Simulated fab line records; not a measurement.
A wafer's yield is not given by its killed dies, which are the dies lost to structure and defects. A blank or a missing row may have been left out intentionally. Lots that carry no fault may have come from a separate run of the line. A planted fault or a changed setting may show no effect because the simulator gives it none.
Chamber matching | flow n5 finfet | 4 sister chambers for N5_FIN_SAQP_ETCH_65 on rie si-06
The step etches SiO2 in CF4, target depth 4 nm, time 4.4 s. 8 wafers are shown with their chamber, then 12 later ones without.

== WAFERS, EACH WITH ITS CHAMBER ==
wafer  | chamber | drypump motor current A (A) | throttle valve pct (%)
L081.3 | 0       | 6.0                         | 21.91
L082.1 | 2       | 5.5                         | 21.47
L082.2 | 1       | 5.8                         | 21.68
L086.1 | 0       | 6.0                         | 21.90
L086.4 | 2       | 5.5                         | 21.45
L087.1 | 3       | 4.9                         | 21.78
L087.3 | 1       | 5.8                         | 21.68
L087.6 | 3       | 4.8                         | 21.79

== WAFERS MISSING THEIR CHAMBER ==
wafer  | drypump motor current A (A) | throttle valve pct (%)
L088.1 | 5.5                         | 21.46
L088.3 | 5.8                         | 21.70
L088.5 | 4.9                         | 21.77
L090.1 | 6.0                         | 21.92
L090.2 | 4.9                         | 21.77
L090.5 | 5.8                         | 21.69
L096.1 | 5.5                         | 21.47
L096.3 | 6.0                         | 21.92
L096.4 | 5.8                         | 21.70
L097.2 | 5.8                         | 21.69
L097.5 | 6.0                         | 21.91
L097.6 | 5.5                         | 21.46

== THE CHAMBER EACH PASSED THROUGH ==
wafer  | from the rows above | in truth
L088.1 | 2                   | 2
L088.3 | 1                   | 1
L088.5 | 3                   | 3
L090.1 | 0                   | 0
L090.2 | 3                   | 3
L090.5 | 1                   | 1
L096.1 | 2                   | 2
L096.3 | 0                   | 0
L096.4 | 1                   | 1
L097.2 | 1                   | 1
L097.5 | 0                   | 0
L097.6 | 2                   | 2
Correctly placed: 12 of 12. Can't be placed from these rows: 0. 0 placed wrongly.
How it was worked out, from the rows above alone: a wafer's distance from a chamber is the root of the sum, over the readings, of the square of ((its reading less the chamber's mean) divided by the reading's scatter). If the next closest chamber is less than 2 further off than the closest, the wafer can't be placed; otherwise it belongs to the closest. The mean given for a chamber averages the wafers shown for that chamber. The scatter is the square root of a quotient: the sum, over the shown wafers, of each reading's squared deviation from its chamber's mean, divided by wafers minus chambers.
